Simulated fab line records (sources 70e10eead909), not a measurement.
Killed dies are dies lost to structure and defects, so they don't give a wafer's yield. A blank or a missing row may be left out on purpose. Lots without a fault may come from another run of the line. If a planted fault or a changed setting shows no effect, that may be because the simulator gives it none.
A lot that was struck, set against a sound lot || flow nand harc || 14 steps out of a route of 1159
Sound: the wafers L680.4, L680.5, L680.6. Struck: wafers L671.2, L671.4, L671.6. Last of all comes the cause.
At each step with rows: each side's tool, then ch and its chambers, then its first start. Under that, the readings that differ: sound wafers || struck wafers || difference of the means || sigmas: that difference in standard deviations of wafers without a fault.
alike: same words and numbers on both sides, and readings whose means sit less than 2 such deviations apart. not compared: any withheld reading, any reading some wafer has no value for, any bound like >300 that may hide the same value, and any number with overlapping values for which the record gives no deviation.
Wherever a step has rows on one side only, a row that says differs or no value, or a row with sigmas, the two part there. When numbers do not overlap yet have no deviation, they are printed without sigmas and do not part them. A reading that every wafer of one side lacks parts them only if that side has two wafers or more.

NHARC_A_M0_CD_MEAS_09 targets a cd of 80 nm.
  sound on cd sem-02 ch 0, day 20 18:23; struck on cd sem-01 ch 0, day 19 03:54
  alike: cd nm
NHARC_A_M0_OVL_MEAS_10: pitch 160 nm.
  sound: overlay-01 at day 20 18:28; struck: overlay-02 at day 19 03:59
  alike: overlay x nm, overlay y nm
NHARC_A_M0_INSPECT_11:
  sound: defect inspect-01 at day 20 18:31; struck: defect inspect-01 at day 19 04:01
  alike: raw defect count
NHARC_A_M0_DESCUM_14: chemistry O2, time 3 s.
  sound on rie diel-10 ch 0,2,3, day 20 18:35; struck on rie diel-08 ch 0,1,2, day 19 04:05
{"reading": "oes product au (a.u.)", "sound": "0.989 0.984 0.976", "struck": "1.012 1.008 1.003", "difference": "+0.025", "sigmas": "+3"}
  alike: chamber pressure mTorr, drypump motor current A, rf vpp V, showerhead plenum p Torr, throttle valve pct
  not compared: rf hours counter h
NHARC_A_M0_ETCH_34: etches the open film in N2/H2, target depth 40 nm, overetch 12 nm, time 43.94 s.
  sound on rie diel-10 ch 2,3, day 20 18:40; struck on rie diel-08 ch 0,1, day 19 04:10
  alike: chamber pressure mTorr, drypump motor current A, oes product au, rf vpp V, showerhead plenum p Torr, throttle valve pct
  not compared: rf hours counter h
then, 1 step without rows for these wafers: NHARC_A_M0_ETCH_15 (etches the open film in C4F8/Ar, target depth 150 nm, overetch 15 nm, time 82.5 s).
NHARC_A_M0_CD_MEAS_16:
  sound: cd sem-01 at day 20 18:52; struck: cd sem-01 at day 19 04:23
  alike: cd nm
NHARC_A_M0_STRIP_18: strips in N2/H2.
  sound on rie diel-08 ch 0,2,3, day 20 18:59; struck on rie diel-08 ch 0,2,3, day 19 04:27
  alike: chamber pressure mTorr, drypump motor current A, oes product au, rf vpp V, showerhead plenum p Torr, throttle valve pct
  not compared: rf hours counter h
then, 1 step without rows for these wafers: NHARC_A_M0_STRIP_19 (strips in post etch residue remover, time 600 s).
NHARC_A_M0_DEGAS_28: time 60 s.
  sound: pvd sputter-01 at day 20 19:29; struck: pvd sputter-01 at day 19 04:59
  alike: heater power w
NHARC_A_M0_PRE_CLEAN_29: time 30 s.
  sound on pvd sputter-01; struck on pvd sputter-01
  alike: heater power w
then, 1 step without rows for these wafers: NHARC_A_M0_PVD_20 (deposits TaN, target thk 5 nm, time 8.06 s).
NHARC_A_M0_PVD_21: deposits Cu, target thk 30 nm, time 20.49 s.
  sound: pvd sputter-01 at day 20 19:43; struck: pvd sputter-01 at day 19 05:13
  no value came back on the struck wafers for cathode dc power W (W), chamber pressure pa (Pa), throttle valve pct (%); on the sound wafers cathode dc power W (W) reads 5001.1 5000.0 4997.9
then, 1 step without rows for these wafers: NHARC_A_M0_ECD_22 (material Cu, target thk 400 nm).

== WHERE THEY PART ==
Earliest at NHARC_A_M0_DESCUM_14; latest, in this record, at NHARC_A_M0_PVD_21.

WHY: whatever the simulator had introduced
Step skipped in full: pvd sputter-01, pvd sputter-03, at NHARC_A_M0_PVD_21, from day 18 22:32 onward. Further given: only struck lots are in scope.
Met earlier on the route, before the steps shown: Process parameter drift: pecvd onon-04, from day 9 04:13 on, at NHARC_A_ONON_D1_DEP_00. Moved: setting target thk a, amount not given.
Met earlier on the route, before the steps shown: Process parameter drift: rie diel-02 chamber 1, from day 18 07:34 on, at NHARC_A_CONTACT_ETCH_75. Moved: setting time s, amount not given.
